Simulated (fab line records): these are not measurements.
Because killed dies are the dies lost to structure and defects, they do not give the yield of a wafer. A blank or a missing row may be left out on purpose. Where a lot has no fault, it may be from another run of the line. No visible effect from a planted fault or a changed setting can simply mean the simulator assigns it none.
Split-lot experiment | flow n5_finfet | 21 wafers read across 7 lots, on a route 1938 steps long

## SPLIT DETAILS
At N5_BEOL_M10_VIA_ETCH_34 (etches SiCOH lowk in C4F6/O2, target depth 184.5 nm, time 69.2 s), the setting time_s was moved away from the recipe's 69.2 s on 6 of the 21 wafers read, by -16.3% to +22.0%. The other wafers ran this setting at the recipe's value.

The reading comes from the split's own step.

## THE READING
SOC_of_BEOL_M10_COAT_63.thk_nm (the simulator's own value, which no gauge read), in nm, at N5_BEOL_M10_VIA_ETCH_34 (etches SiCOH lowk in C4F6/O2, target depth 184.5 nm, time 69.2 s). No usual value for it is given in the file. Average 92.1 nm, standard deviation 0.32 nm, over the 15 wafers here run with the recipe.

wafer  | tool, chamber at the split | time_s as run, s | against the recipe | SOC_of_BEOL_M10_COAT_63.thk_nm, nm | against lot-mates on the recipe
L077.2 | rie_diel-05, 0             | 69.2             | recipe             | 91.6                               | -
L077.4 | rie_diel-05, 1             | 69.2             | recipe             | 91.8                               | -
L077.6 | rie_diel-05, 0             | 69.2             | recipe             | 91.6                               | -
L078.3 | rie_diel-05, 3             | 69.2             | recipe             | 92                                 | -
L078.5 | rie_diel-05, 1             | 84.4             | +22.0%             | 90.4                               | -1.6
L078.6 | rie_diel-05, 0             | 84.4             | +22.0%             | 89.8                               | -2.2
L083.3 | rie_diel-05, 2             | 69.2             | recipe             | 92.2                               | -
L083.4 | rie_diel-05, 1             | 69.2             | recipe             | 92                                 | -
L083.5 | rie_diel-05, 3             | 69.2             | recipe             | 92                                 | -
L085.2 | rie_diel-02, 1             | 69.2             | recipe             | 92.4                               | -
L085.3 | rie_diel-02, 3             | 69.2             | recipe             | 92.2                               | -
L085.5 | rie_diel-02, 3             | 69.2             | recipe             | 92.2                               | -
L086.3 | rie_diel-02, 1             | 69.2             | recipe             | 91.6                               | -
L086.4 | rie_diel-02, 0             | 78.59            | +13.6%             | 90                                 | -1.6
L086.6 | rie_diel-02, 2             | 78.59            | +13.6%             | 90.8                               | -0.8
L089.3 | rie_diel-05, 2             | 69.2             | recipe             | 92.6                               | -
L089.5 | rie_diel-05, 3             | 69.2             | recipe             | 92                                 | -
L089.6 | rie_diel-05, 2             | 69.2             | recipe             | 92.2                               | -
L097.1 | rie_diel-05, 3             | 57.91            | -16.3%             | 93.6                               | +1.0
L097.4 | rie_diel-05, 1             | 57.91            | -16.3%             | 93.8                               | +1.2
L097.5 | rie_diel-05, 1             | 69.2             | recipe             | 92.6                               | -

FIT RESULTS
A straight line over all 21 wafers: SOC_of_BEOL_M10_COAT_63.thk_nm changes by -0.0989 nm for each +1% of time_s; r = -0.94; the points scatter about the line by 0.35 nm.
The same after taking each lot's own level away (the mean of its wafers on the recipe; 21 wafers): -0.0806 nm for each +1%; r = -0.96; scatter 0.22 nm.
Per that fit: largest time_s move, reading shift of 1.8 nm.
The span of the lots' own levels, 91.60 to 92.60 nm, comes to 3.2 times the standard deviation stated above.
So the lot-to-lot level changes the slope: the two fits differ.
Check: with one of the wafers moved furthest among these (+22.0%) left out of the fit, the line predicts -1.89 nm for it against its lot-mates. It came out at -1.6 nm against them.

## ADDITIONAL SPLITS CARRIED BY THESE WAFERS
Other splits were also applied to these wafers ahead of the reading. Each is held against what the fit with the lots' levels taken away leaves over:
other split on the same wafers   | wafers away from the commonest value | r with SOC_of_BEOL_M10_COAT_63.thk_nm (lot level and that fit taken away)
N5_BEOL_M7_EXPOSE_25 dose_mj     | 5                                    | +0.29
N5_BEOL_M7_DESCUM_33 time_s      | 8                                    | +0.04
N5_BEOL_M8_COAT_22 spin_rpm      | 5                                    | -0.19
N5_BEOL_M8_EXPOSE_25 dose_mj     | 6                                    | +0.12
N5_BEOL_M8_VIA_ETCH_34 source_w  | 7                                    | +0.11
N5_BEOL_M8_TRENCH_ETCH_37 time_s | 6                                    | +0.34
N5_BEOL_M10_PECVD_70 temp_c      | 7                                    | -0.03

## THE WHOLE CHAIN: every reading that the file lists as answering this split, in the file's order
step                    | what it does                                                     | reading                                                                         | change (the file's fit)                | r (the file's)
N5_BEOL_M10_VIA_ETCH_34 | etches SiCOH lowk in C4F6/O2, target depth 184.5 nm, time 69.2 s | etch.depth_nm (the simulator's own value, which no gauge read)                  | +1.78 nm for each +1% of the setting   | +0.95
N5_BEOL_M10_VIA_ETCH_34 | etches SiCOH lowk in C4F6/O2, target depth 184.5 nm, time 69.2 s | SOC_of_BEOL_M10_COAT_63.thk_nm (the simulator's own value, which no gauge read) | -0.0814 nm for each +1% of the setting | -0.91

## FILE'S OWN FIT
SOC_of_BEOL_M10_COAT_63.thk_nm changes by -0.0814 nm for each +1% of time_s, r = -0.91.
